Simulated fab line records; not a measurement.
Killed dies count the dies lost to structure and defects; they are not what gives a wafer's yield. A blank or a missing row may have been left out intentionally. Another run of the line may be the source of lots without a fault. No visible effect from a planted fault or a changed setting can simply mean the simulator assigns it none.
Which tool is to blame? || flow n5 finfet || 23 wafers from 9 lots sampled at 5 of the route's 1938 steps

== WHAT EACH GAUGE READ, for each wafer ==
N5_BEOL_M4_RC_MEAS_101. Usual: DIBL_N 37.4 mV/V, standard deviation 2.1; DIBL_P 37.8 mV/V, standard deviation 2.5; IOFF_N 0.19 nA/um, standard deviation 0.045; IOFF_P 0.24 nA/um, standard deviation 0.05; ION_N 682 uA/um, standard deviation 16; ION_P 467 uA/um, standard deviation 11; SS_N 71.9 mV/dec, standard deviation 0.67; SS_P 73.6 mV/dec, standard deviation 0.76; VT_N 247 mV, standard deviation 3.6; VT_P -248 mV, standard deviation 3.6.
{"lot": "L573", "measured": "day 7 13:59", "on": "prober-01", "DIBL_N (mV/V)": "36.8 37.8 33.9", "DIBL_P (mV/V)": "38.7 39.0 34.3", "IOFF_N (nA/um)": "0.19 0.23 0.14", "IOFF_P (nA/um)": "0.25 0.27 0.17", "ION_N (uA/um)": "670 679 664", "ION_P (uA/um)": "461 460 451", "SS_N (mV/dec)": "72.3 72.1 71.3", "SS_P (mV/dec)": "75.0 74.4 72.5", "VT_N (mV)": "249 246 251", "VT_P (mV)": "-249 -247 -252", "flag": ""}
{"lot": "L576", "measured": "day 8 13:41", "on": "prober-01", "DIBL_N (mV/V)": "35.5 37.0", "DIBL_P (mV/V)": "36.7 36.9", "IOFF_N (nA/um)": "0.14 0.16", "IOFF_P (nA/um)": "0.21 0.22", "ION_N (uA/um)": "666 669", "ION_P (uA/um)": "463 458", "SS_N (mV/dec)": "71.5 71.8", "SS_P (mV/dec)": "73.2 73.8", "VT_N (mV)": "252 249", "VT_P (mV)": "-252 -249", "flag": ""}
{"lot": "L575", "measured": "day 8 17:21", "on": "prober-02", "DIBL_N (mV/V)": "35.1 37.9 36.0", "DIBL_P (mV/V)": "34.3 36.8 33.6", "IOFF_N (nA/um)": "0.15 0.19 0.14", "IOFF_P (nA/um)": "0.19 0.22 0.18", "ION_N (uA/um)": "694 690 650", "ION_P (uA/um)": "475 465 447", "SS_N (mV/dec)": "71.3 72.0 72.1", "SS_P (mV/dec)": "72.7 73.8 73.1", "VT_N (mV)": "249 244 253", "VT_P (mV)": "-252 -249 -252", "flag": ""}
{"lot": "L578", "measured": "day 8 23:06", "on": "prober-02", "DIBL_N (mV/V)": "38.9 35.4 33.9", "DIBL_P (mV/V)": "39.8 36.1 34.6", "IOFF_N (nA/um)": "0.23 0.16 0.13", "IOFF_P (nA/um)": "0.29 0.22 0.20", "ION_N (uA/um)": "704 665 682", "ION_P (uA/um)": "477 459 477", "SS_N (mV/dec)": "73.0 72.0 71.7", "SS_P (mV/dec)": "74.0 73.6 72.8", "VT_N (mV)": "242 245 250", "VT_P (mV)": "-244 -246 -250", "flag": ""}
{"lot": "L586", "measured": "day 11 14:48", "on": "prober-02", "DIBL_N (mV/V)": "34.6 39.8", "DIBL_P (mV/V)": "33.4 42.2", "IOFF_N (nA/um)": "0.14 0.24", "IOFF_P (nA/um)": "0.15 0.29", "ION_N (uA/um)": "664 681", "ION_P (uA/um)": "440 457", "SS_N (mV/dec)": "71.1 71.7", "SS_P (mV/dec)": "73.0 74.8", "VT_N (mV)": "254 244", "VT_P (mV)": "-256 -248", "flag": ""}
{"lot": "L588", "measured": "day 11 21:46", "on": "prober-01", "DIBL_N (mV/V)": "40.4 39.0", "DIBL_P (mV/V)": "40.0 38.3", "IOFF_N (nA/um)": "0.24 0.19", "IOFF_P (nA/um)": "0.29 0.26", "ION_N (uA/um)": "675 662", "ION_P (uA/um)": "460 456", "SS_N (mV/dec)": "72.8 73.4", "SS_P (mV/dec)": "74.3 74.4", "VT_N (mV)": "248 250", "VT_P (mV)": "-247 -251", "flag": ""}
{"lot": "L593", "measured": "day 13 00:13", "on": "prober-02", "DIBL_N (mV/V)": "37.6 36.1", "DIBL_P (mV/V)": "37.5 36.6", "IOFF_N (nA/um)": "0.20 0.19", "IOFF_P (nA/um)": "0.27 0.28", "ION_N (uA/um)": "715 697", "ION_P (uA/um)": "493 485", "SS_N (mV/dec)": "71.5 71.0", "SS_P (mV/dec)": "73.7 74.0", "VT_N (mV)": "246 247", "VT_P (mV)": "-244 -242", "flag": ""}
{"lot": "L594", "measured": "day 13 11:37", "on": "prober-02", "DIBL_N (mV/V)": "31.5 34.3 34.5", "DIBL_P (mV/V)": "31.3 34.7 35.4", "IOFF_N (nA/um)": "0.10 0.14 0.14", "IOFF_P (nA/um)": "0.15 0.19 0.20", "ION_N (uA/um)": "654 665 667", "ION_P (uA/um)": "459 465 463", "SS_N (mV/dec)": "70.0 71.4 71.7", "SS_P (mV/dec)": "71.4 72.7 72.8", "VT_N (mV)": "254 250 250", "VT_P (mV)": "-254 -248 -251", "flag": ""}
{"lot": "L595", "measured": "day 14 03:58", "on": "prober-01", "DIBL_N (mV/V)": "36.1 35.7 35.1", "DIBL_P (mV/V)": "36.7 36.4 36.8", "IOFF_N (nA/um)": "0.15 0.15 0.14", "IOFF_P (nA/um)": "0.20 0.21 0.21", "ION_N (uA/um)": "659 656 673", "ION_P (uA/um)": "448 452 461", "SS_N (mV/dec)": "71.9 71.4 72.2", "SS_P (mV/dec)": "72.8 73.3 73.0", "VT_N (mV)": "251 248 250", "VT_P (mV)": "-252 -249 -252", "flag": ""}

== EACH LOT AND THE TOOL THAT RAN IT (in order: tool; ch and the chambers of the sampled wafers; start) ==
{"lot": "L573", "N5_BEOL_M2_ETCH_69": "rie diel-01 ch 0,1,2, day 6 13:25", "N5_BEOL_M2_ETCH_70": "rie diel-01 ch 0,2,3, day 6 15:59", "N5_BEOL_M2_TRENCH_ETCH_37": "rie diel-01 ch 0,2,3, day 6 16:11", "N5_BEOL_M2_ETCH_41": "rie diel-01 ch 0,2,3, day 7 13:59 or earlier"}
{"lot": "L576", "N5_BEOL_M2_ETCH_69": "rie diel-02 ch 0,3, day 7 08:20", "N5_BEOL_M2_ETCH_70": "rie diel-05 ch 0,3, day 7 09:53", "N5_BEOL_M2_TRENCH_ETCH_37": "rie diel-05 ch 0,3, day 7 10:04", "N5_BEOL_M2_ETCH_41": "rie diel-05 ch 0,3, day 8 13:41 or earlier"}
{"lot": "L575", "N5_BEOL_M2_ETCH_69": "rie diel-02 ch 0,2,3, day 7 08:46", "N5_BEOL_M2_ETCH_70": "rie diel-01 ch 1,2,3, day 7 09:56", "N5_BEOL_M2_TRENCH_ETCH_37": "rie diel-01 ch 1,2,3, day 7 10:08", "N5_BEOL_M2_ETCH_41": "rie diel-01 ch 1,2,3, day 8 17:21 or earlier"}
{"lot": "L578", "N5_BEOL_M2_ETCH_69": "rie diel-01 ch 0,2,3, day 7 20:39", "N5_BEOL_M2_ETCH_70": "rie diel-01 ch 0,2,3, day 8 01:07", "N5_BEOL_M2_TRENCH_ETCH_37": "rie diel-01 ch 0,2,3, day 8 01:19", "N5_BEOL_M2_ETCH_41": "rie diel-01 ch 0,2,3, day 8 23:06 or earlier"}
{"lot": "L586", "N5_BEOL_M2_ETCH_69": "rie diel-02 ch 1,3, day 10 02:25", "N5_BEOL_M2_ETCH_70": "rie diel-02 ch 0,2, day 10 14:01", "N5_BEOL_M2_TRENCH_ETCH_37": "rie diel-02 ch 0,2, day 10 14:14", "N5_BEOL_M2_ETCH_41": "rie diel-02 ch 0,2, day 11 14:48 or earlier"}
{"lot": "L588", "N5_BEOL_M2_ETCH_69": "rie diel-05 ch 0,1, day 10 11:05", "N5_BEOL_M2_ETCH_70": "rie diel-01 ch 0, day 10 17:22", "N5_BEOL_M2_TRENCH_ETCH_37": "rie diel-01 ch 0, day 10 17:34", "N5_BEOL_M2_ETCH_41": "rie diel-01 ch 0, day 11 21:46 or earlier"}
{"lot": "L593", "N5_BEOL_M2_ETCH_69": "rie diel-02 ch 0, day 11 16:49", "N5_BEOL_M2_ETCH_70": "rie diel-01 ch 1, day 11 19:41", "N5_BEOL_M2_TRENCH_ETCH_37": "rie diel-01 ch 1, day 11 19:53", "N5_BEOL_M2_ETCH_41": "rie diel-01 ch 1, day 13 00:13 or earlier"}
{"lot": "L594", "N5_BEOL_M2_ETCH_69": "rie diel-01 ch 0,1,3, day 11 22:35", "N5_BEOL_M2_ETCH_70": "rie diel-01 ch 0,2, day 12 10:02", "N5_BEOL_M2_TRENCH_ETCH_37": "rie diel-01 ch 0,2, day 12 10:15", "N5_BEOL_M2_ETCH_41": "rie diel-01 ch 0,2, day 13 11:37 or earlier"}
{"lot": "L595", "N5_BEOL_M2_ETCH_69": "rie diel-05 ch 0,3, day 12 14:34", "N5_BEOL_M2_ETCH_70": "rie diel-01 ch 0,3, day 12 16:39", "N5_BEOL_M2_TRENCH_ETCH_37": "rie diel-01 ch 0,3, day 12 16:51", "N5_BEOL_M2_ETCH_41": "rie diel-01 ch 0,3, day 14 03:58 or earlier"}
- N5_BEOL_M2_ETCH_69: etches SiARC in CF4, target depth 15.6 nm, time 26 s.
- N5_BEOL_M2_ETCH_70: etches SOC in N2/H2, target depth 80 nm, overetch 24 nm, time 130 s.
- N5_BEOL_M2_TRENCH_ETCH_37: etches SiOC in C4F6/O2, target depth 55.555 nm, time 29.2 s.
- N5_BEOL_M2_ETCH_41: etches SiCN in CH3F/O2, target depth 29.9 nm, time 52.5 s.

== AS READ BY THE TOOLS THEMSELVES (means over the sampled wafers that have a number; for cases with no such wafer, the mark the record gives instead) ==
N5_BEOL_M2_ETCH_69. Usual: for bias w, 36.00 W with a standard deviation of 0.1; for drypump motor current A, 5.4 A with a standard deviation of 0.44; for etch rf on time s, 26.3 s with a standard deviation of 1.1; for oes product au, 0.67 a.u. with a standard deviation of 0.049; for rf vpp V, 184.5 V with a standard deviation of 1; for showerhead plenum p Torr, 2.18 Torr with a standard deviation of 0.066; for throttle valve pct, 15.60 % with a standard deviation of 0.22.
{"lot": "L573", "tool": "rie diel-01", "bias w (W)": 35.98, "drypump motor current A (A)": 5.7, "etch rf on time s (s)": 26.7, "oes product au (a.u.)": 0.69, "rf vpp V (V)": 183.8, "showerhead plenum p Torr (Torr)": 2.15, "throttle valve pct (%)": 15.57, "flag": ""}
{"lot": "L576", "tool": "rie diel-02", "bias w (W)": 35.93, "drypump motor current A (A)": 5.1, "etch rf on time s (s)": 25.2, "oes product au (a.u.)": 0.67, "rf vpp V (V)": 183.8, "showerhead plenum p Torr (Torr)": 2.15, "throttle valve pct (%)": 15.62, "flag": ""}
{"lot": "L575", "tool": "rie diel-02", "bias w (W)": 36.03, "drypump motor current A (A)": 5.5, "etch rf on time s (s)": 25.8, "oes product au (a.u.)": 0.68, "rf vpp V (V)": 184.6, "showerhead plenum p Torr (Torr)": 2.18, "throttle valve pct (%)": 15.57, "flag": ""}
{"lot": "L578", "tool": "rie diel-01", "bias w (W)": 36.02, "drypump motor current A (A)": 5.7, "etch rf on time s (s)": 27.3, "oes product au (a.u.)": 0.64, "rf vpp V (V)": 184.1, "showerhead plenum p Torr (Torr)": 2.11, "throttle valve pct (%)": 15.66, "flag": ""}
{"lot": "L586", "tool": "rie diel-02", "bias w (W)": 36.03, "drypump motor current A (A)": 5.1, "etch rf on time s (s)": 26.2, "oes product au (a.u.)": 0.66, "rf vpp V (V)": 185.1, "showerhead plenum p Torr (Torr)": 2.20, "throttle valve pct (%)": 15.66, "flag": ""}
{"lot": "L588", "tool": "rie diel-05", "bias w (W)": 35.95, "drypump motor current A (A)": 5.5, "etch rf on time s (s)": 24.9, "oes product au (a.u.)": 0.70, "rf vpp V (V)": 183.9, "showerhead plenum p Torr (Torr)": 2.15, "throttle valve pct (%)": 15.46, "flag": ""}
{"lot": "L593", "tool": "rie diel-02", "bias w (W)": 35.98, "drypump motor current A (A)": 4.9, "etch rf on time s (s)": 25.9, "oes product au (a.u.)": 0.64, "rf vpp V (V)": 185.6, "showerhead plenum p Torr (Torr)": 2.13, "throttle valve pct (%)": 15.55, "flag": ""}
{"lot": "L594", "tool": "rie diel-01", "bias w (W)": 35.93, "drypump motor current A (A)": 5.8, "etch rf on time s (s)": 26.2, "oes product au (a.u.)": 0.71, "rf vpp V (V)": 184.1, "showerhead plenum p Torr (Torr)": 2.22, "throttle valve pct (%)": 15.72, "flag": ""}
{"lot": "L595", "tool": "rie diel-05", "bias w (W)": 36.04, "drypump motor current A (A)": 5.3, "etch rf on time s (s)": 24.9, "oes product au (a.u.)": 0.72, "rf vpp V (V)": 184.4, "showerhead plenum p Torr (Torr)": 2.10, "throttle valve pct (%)": 15.71, "flag": ""}

N5_BEOL_M2_ETCH_70. Usual: bias w 149.9 W, standard deviation 0.45; drypump motor current A 5.5 A, standard deviation 0.43; oes product au 0.59 a.u., standard deviation 0.044; rf vpp V 525.1 V, standard deviation 2.4; showerhead plenum p Torr 2.59 Torr, standard deviation 0.084; throttle valve pct 17.89 %, standard deviation 0.27.
{"lot": "L573", "tool": "rie diel-01", "bias w (W)": 149.8, "drypump motor current A (A)": 5.6, "oes product au (a.u.)": 0.57, "rf vpp V (V)": 522.9, "showerhead plenum p Torr (Torr)": 2.52, "throttle valve pct (%)": 17.93, "flag": ""}
{"lot": "L576", "tool": "rie diel-05", "bias w (W)": 149.8, "drypump motor current A (A)": 5.2, "oes product au (a.u.)": 0.64, "rf vpp V (V)": 523.5, "showerhead plenum p Torr (Torr)": 2.54, "throttle valve pct (%)": 17.98, "flag": ""}
{"lot": "L575", "tool": "rie diel-01", "bias w (W)": 149.6, "drypump motor current A (A)": 5.5, "oes product au (a.u.)": 0.62, "rf vpp V (V)": 525.9, "showerhead plenum p Torr (Torr)": 2.62, "throttle valve pct (%)": 17.92, "flag": ""}
{"lot": "L578", "tool": "rie diel-01", "bias w (W)": 150.0, "drypump motor current A (A)": 5.7, "oes product au (a.u.)": 0.56, "rf vpp V (V)": 523.4, "showerhead plenum p Torr (Torr)": 2.51, "throttle valve pct (%)": 17.96, "flag": ""}
{"lot": "L586", "tool": "rie diel-02", "bias w (W)": 149.6, "drypump motor current A (A)": 5.7, "oes product au (a.u.)": 0.58, "rf vpp V (V)": 525.8, "showerhead plenum p Torr (Torr)": 2.60, "throttle valve pct (%)": 17.71, "flag": ""}
{"lot": "L588", "tool": "rie diel-01", "bias w (W)": 150.2, "drypump motor current A (A)": 6.0, "oes product au (a.u.)": 0.70, "rf vpp V (V)": 527.5, "showerhead plenum p Torr (Torr)": 2.72, "throttle valve pct (%)": 17.68, "flag": ""}
{"lot": "L593", "tool": "rie diel-01", "bias w (W)": 149.8, "drypump motor current A (A)": 5.7, "oes product au (a.u.)": 0.61, "rf vpp V (V)": 528.5, "showerhead plenum p Torr (Torr)": 2.70, "throttle valve pct (%)": 18.16, "flag": ""}
{"lot": "L594", "tool": "rie diel-01", "bias w (W)": 149.9, "drypump motor current A (A)": 5.5, "oes product au (a.u.)": 0.61, "rf vpp V (V)": 525.5, "showerhead plenum p Torr (Torr)": 2.61, "throttle valve pct (%)": 17.63, "flag": ""}
{"lot": "L595", "tool": "rie diel-01", "bias w (W)": 149.8, "drypump motor current A (A)": 5.8, "oes product au (a.u.)": 0.59, "rf vpp V (V)": 524.3, "showerhead plenum p Torr (Torr)": 2.60, "throttle valve pct (%)": 18.05, "flag": ""}

N5_BEOL_M2_TRENCH_ETCH_37. Usual: for bias w, 185.0 W with a standard deviation of 0.61; for drypump motor current A, 5.5 A with a standard deviation of 0.44; for oes_ar_750_au, 0.79 a.u. with a standard deviation of 0.057; for oes product au, 0.79 a.u. with a standard deviation of 0.064; for rf vpp V, 674 V with a standard deviation of 12; for showerhead plenum p Torr, 2.89 Torr with a standard deviation of 0.099; for throttle valve pct, 20.87 % with a standard deviation of 0.27.
{"lot": "L573", "tool": "rie diel-01", "bias w (W)": 185.5, "drypump motor current A (A)": 5.7, "oes_ar_750_au (a.u.)": 0.76, "oes product au (a.u.)": 0.77, "rf vpp V (V)": 673, "showerhead plenum p Torr (Torr)": 2.81, "throttle valve pct (%)": 20.85, "flag": ""}
{"lot": "L576", "tool": "rie diel-05", "bias w (W)": 184.4, "drypump motor current A (A)": 5.2, "oes_ar_750_au (a.u.)": 0.89, "oes product au (a.u.)": 0.89, "rf vpp V (V)": 668, "showerhead plenum p Torr (Torr)": 2.83, "throttle valve pct (%)": 20.93, "flag": ""}
{"lot": "L575", "tool": "rie diel-01", "bias w (W)": 199.2, "drypump motor current A (A)": 5.6, "oes_ar_750_au (a.u.)": 0.82, "oes product au (a.u.)": 0.84, "rf vpp V (V)": 716, "showerhead plenum p Torr (Torr)": 2.92, "throttle valve pct (%)": 20.89, "flag": "OFF"}
{"lot": "L578", "tool": "rie diel-01", "bias w (W)": 198.7, "drypump motor current A (A)": 5.6, "oes_ar_750_au (a.u.)": 0.75, "oes product au (a.u.)": 0.76, "rf vpp V (V)": 713, "showerhead plenum p Torr (Torr)": 2.80, "throttle valve pct (%)": 20.87, "flag": "OFF"}
{"lot": "L586", "tool": "rie diel-02", "bias w (W)": 184.9, "drypump motor current A (A)": 5.6, "oes_ar_750_au (a.u.)": 0.78, "oes product au (a.u.)": 0.79, "rf vpp V (V)": 672, "showerhead plenum p Torr (Torr)": 2.92, "throttle valve pct (%)": 20.81, "flag": ""}
{"lot": "L588", "tool": "rie diel-01", "bias w (W)": 184.8, "drypump motor current A (A)": 6.0, "oes_ar_750_au (a.u.)": 0.95, "oes product au (a.u.)": 0.96, "rf vpp V (V)": 691, "showerhead plenum p Torr (Torr)": 3.00, "throttle valve pct (%)": 20.57, "flag": ""}
{"lot": "L593", "tool": "rie diel-01", "bias w (W)": 185.1, "drypump motor current A (A)": 5.7, "oes_ar_750_au (a.u.)": 0.81, "oes product au (a.u.)": 0.82, "rf vpp V (V)": 685, "showerhead plenum p Torr (Torr)": 3.00, "throttle valve pct (%)": 21.13, "flag": ""}
{"lot": "L594", "tool": "rie diel-01", "bias w (W)": 185.4, "drypump motor current A (A)": 5.5, "oes_ar_750_au (a.u.)": 0.81, "oes product au (a.u.)": 0.82, "rf vpp V (V)": 683, "showerhead plenum p Torr (Torr)": 2.89, "throttle valve pct (%)": 20.51, "flag": ""}
{"lot": "L595", "tool": "rie diel-01", "bias w (W)": 184.6, "drypump motor current A (A)": 5.8, "oes_ar_750_au (a.u.)": 0.80, "oes product au (a.u.)": 0.79, "rf vpp V (V)": 670, "showerhead plenum p Torr (Torr)": 2.90, "throttle valve pct (%)": 21.05, "flag": ""}

N5_BEOL_M2_ETCH_41. Usual: CH3F_flow_sccm 30.01 sccm, standard deviation 0.084; bias w 75.01 W, standard deviation 0.22; drypump motor current A 5.5 A, standard deviation 0.43; oes product au 0.79 a.u., standard deviation 0.065; rf vpp V 298.1 V, standard deviation 1.6; showerhead plenum p Torr 2.03 Torr, standard deviation 0.073; throttle valve pct 16.33 %, standard deviation 0.24.
{"lot": "L573", "tool": "rie diel-01", "CH3F_flow_sccm (sccm)": 30.04, "bias w (W)": 75.14, "drypump motor current A (A)": 5.6, "oes product au (a.u.)": 0.76, "rf vpp V (V)": 298.0, "showerhead plenum p Torr (Torr)": 1.97, "throttle valve pct (%)": 16.33, "flag": ""}
{"lot": "L576", "tool": "rie diel-05", "CH3F_flow_sccm (sccm)": 30.13, "bias w (W)": 74.87, "drypump motor current A (A)": 5.2, "oes product au (a.u.)": 0.89, "rf vpp V (V)": 295.6, "showerhead plenum p Torr (Torr)": 1.98, "throttle valve pct (%)": 16.34, "flag": ""}
{"lot": "L575", "tool": "rie diel-01", "CH3F_flow_sccm (sccm)": 30.02, "bias w (W)": 75.03, "drypump motor current A (A)": 5.5, "oes product au (a.u.)": 0.83, "rf vpp V (V)": 298.1, "showerhead plenum p Torr (Torr)": 2.05, "throttle valve pct (%)": 16.32, "flag": ""}
{"lot": "L578", "tool": "rie diel-01", "CH3F_flow_sccm (sccm)": 30.00, "bias w (W)": 74.92, "drypump motor current A (A)": 5.7, "oes product au (a.u.)": 0.75, "rf vpp V (V)": 298.1, "showerhead plenum p Torr (Torr)": 1.97, "throttle valve pct (%)": 16.35, "flag": ""}
{"lot": "L586", "tool": "rie diel-02", "CH3F_flow_sccm (sccm)": 30.05, "bias w (W)": 75.18, "drypump motor current A (A)": 5.5, "oes product au (a.u.)": 0.78, "rf vpp V (V)": 297.7, "showerhead plenum p Torr (Torr)": 2.05, "throttle valve pct (%)": 16.27, "flag": ""}
{"lot": "L588", "tool": "rie diel-01", "CH3F_flow_sccm (sccm)": 29.98, "bias w (W)": 74.88, "drypump motor current A (A)": 6.0, "oes product au (a.u.)": 0.97, "rf vpp V (V)": 300.1, "showerhead plenum p Torr (Torr)": 2.11, "throttle valve pct (%)": 16.02, "flag": ""}
{"lot": "L593", "tool": "rie diel-01", "CH3F_flow_sccm (sccm)": 30.01, "bias w (W)": 75.13, "drypump motor current A (A)": 5.7, "oes product au (a.u.)": 0.82, "rf vpp V (V)": 299.4, "showerhead plenum p Torr (Torr)": 2.12, "throttle valve pct (%)": 16.55, "flag": ""}
{"lot": "L594", "tool": "rie diel-01", "CH3F_flow_sccm (sccm)": 29.97, "bias w (W)": 74.98, "drypump motor current A (A)": 5.5, "oes product au (a.u.)": 0.81, "rf vpp V (V)": 298.4, "showerhead plenum p Torr (Torr)": 2.04, "throttle valve pct (%)": 16.00, "flag": ""}
{"lot": "L595", "tool": "rie diel-01", "CH3F_flow_sccm (sccm)": 30.10, "bias w (W)": 75.07, "drypump motor current A (A)": 5.8, "oes product au (a.u.)": 0.79, "rf vpp V (V)": 298.4, "showerhead plenum p Torr (Torr)": 2.04, "throttle valve pct (%)": 16.48, "flag": ""}

== THE ANSWER, worked out from the rows above alone ==
Rule: lot off if the mean of its wafers having a number is beyond 3 standard deviations from the usual mean. Also off: a lot with no number at a reading for which 4 or more lots have one. Any other lot the step has rows for is counted as sound. The gauges are gone through in route order, then the tools' own readings, and for those a lot's mean is taken as printed above. At the first step where some lot is off, the reading lying furthest off is the one used; lots without a number count as furthest.
Off at N5_BEOL_M2_TRENCH_ETCH_37 (bias w): L575, L578.
If a tool, at that step or one of the process steps before it, ran each lot that is off and ran no sound lot following the first of them, it fits. No candidate that was tried fits.

== WHAT HAD BEEN PUT IN BY THE SIMULATOR ==
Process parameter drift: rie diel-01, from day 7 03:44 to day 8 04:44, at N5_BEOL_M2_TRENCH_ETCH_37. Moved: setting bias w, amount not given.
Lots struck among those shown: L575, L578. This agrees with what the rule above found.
